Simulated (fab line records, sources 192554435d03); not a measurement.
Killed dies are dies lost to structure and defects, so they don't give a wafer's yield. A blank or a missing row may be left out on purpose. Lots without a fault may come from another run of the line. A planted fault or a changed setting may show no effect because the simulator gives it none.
Chamber matching | flow n5_finfet | N5_BEOL_M7_ETCH_66 on rie_diel-03: 4 sister chambers
The step etches SOC in N2/H2, target depth 80 nm, overetch 16 nm, time 120 s. 22 wafers are shown with their chamber, then 11 later ones without.

WAFERS WITH THEIR CHAMBER
wafer  | chamber | showerhead_plenum_p_Torr (Torr) | drypump_motor_current_A (A) | throttle_valve_pct (%)
L075.1 | 1       | 2.33                            | 5.21                        | 17.47
L075.4 | 2       | 2.53                            | 5.32                        | 18.31
L075.5 | 0       | 2.51                            | 5.57                        | 17.58
L079.3 | 0       | 2.51                            | 5.55                        | 17.59
L079.4 | 1       | 2.33                            | 5.23                        | 17.48
L079.6 | 2       | 2.53                            | 5.30                        | 18.33
L078.2 | 1       | 2.33                            | 5.22                        | 17.50
L078.5 | 0       | 2.51                            | 5.55                        | 17.61
L078.6 | 1       | 2.33                            | 5.21                        | 17.49
L082.1 | 3       | 2.51                            | 5.69                        | 18.18
L082.2 | 0       | 2.50                            | 5.53                        | 17.61
L082.6 | 2       | 2.53                            | 5.35                        | 18.35
L081.1 | 3       | 2.51                            | 5.71                        | 18.18
L081.3 | 0       | 2.50                            | 5.59                        | 17.60
L081.6 | 3       | 2.51                            | 5.71                        | 18.19
L083.1 | 0       | 2.50                            | 5.53                        | 17.60
L083.3 | 1       | 2.32                            | 5.24                        | 17.54
L083.5 | 2       | 2.52                            | 5.31                        | 18.35
L090.1 | 3       | 2.50                            | 5.71                        | 17.76
L090.4 | 0       | 2.50                            | 5.57                        | 17.65
L090.5 | 0       | 2.50                            | 5.59                        | 17.64
L091.3 | 3       | 2.50                            | 5.71                        | 17.78

SIGNATURES (means of the wafers above)
reading                  | chamber 0 | chamber 1 | chamber 2 | chamber 3 | scatter within a chamber
showerhead_plenum_p_Torr | 2.5038    | 2.3280    | 2.5275    | 2.5060    | 0.00507
drypump_motor_current_A  | 5.5600    | 5.2220    | 5.3200    | 5.7060    | 0.0189
throttle_valve_pct       | 17.6100   | 17.4960   | 18.3350   | 18.0180   | 0.109
Rule: a wafer's distance from a chamber is the root of the sum, over the readings, of the square of ((its reading less the chamber's mean) divided by the reading's scatter). The wafer belongs to the nearest chamber; if the next one is less than 2 further off, it can't be placed. The scatter: the root of (the sum of the squares of (reading less its chamber's mean) over the shown wafers, divided by (wafers less chambers)).

WAFERS WITHOUT THEIR CHAMBER
wafer  | showerhead_plenum_p_Torr (Torr) | drypump_motor_current_A (A) | throttle_valve_pct (%)
L091.4 | 2.50                            | 5.60                        | 17.66
L091.5 | 2.50                            | 5.70                        | 17.78
L095.2 | 2.52                            | 5.29                        | 18.37
L095.5 | 2.32                            | 5.21                        | 17.55
L095.6 | 2.49                            | 5.60                        | 17.66
L096.1 | 2.49                            | 5.70                        | 17.80
L096.2 | 2.49                            | 5.57                        | 17.24
L096.3 | 2.51                            | 5.26                        | 18.40
L097.2 | 2.51                            | 5.32                        | 18.39
L097.4 | 2.49                            | 5.72                        | 17.81
L097.6 | 2.51                            | 5.31                        | 18.40

WHICH CHAMBER EACH WENT THROUGH
wafer  | from the rows above | in truth
L091.4 | 0                   | 0
L091.5 | 3                   | 3
L095.2 | 2                   | 2
L095.5 | 1                   | 1
L095.6 | 0                   | 0
L096.1 | 3                   | 3
L096.2 | 0                   | 0
L096.3 | 2                   | 2
L097.2 | 2                   | 2
L097.4 | 3                   | 3
L097.6 | 2                   | 2
Placed correctly: 11 of 11. Can't be placed from these rows: 0. Placed wrongly: 0.
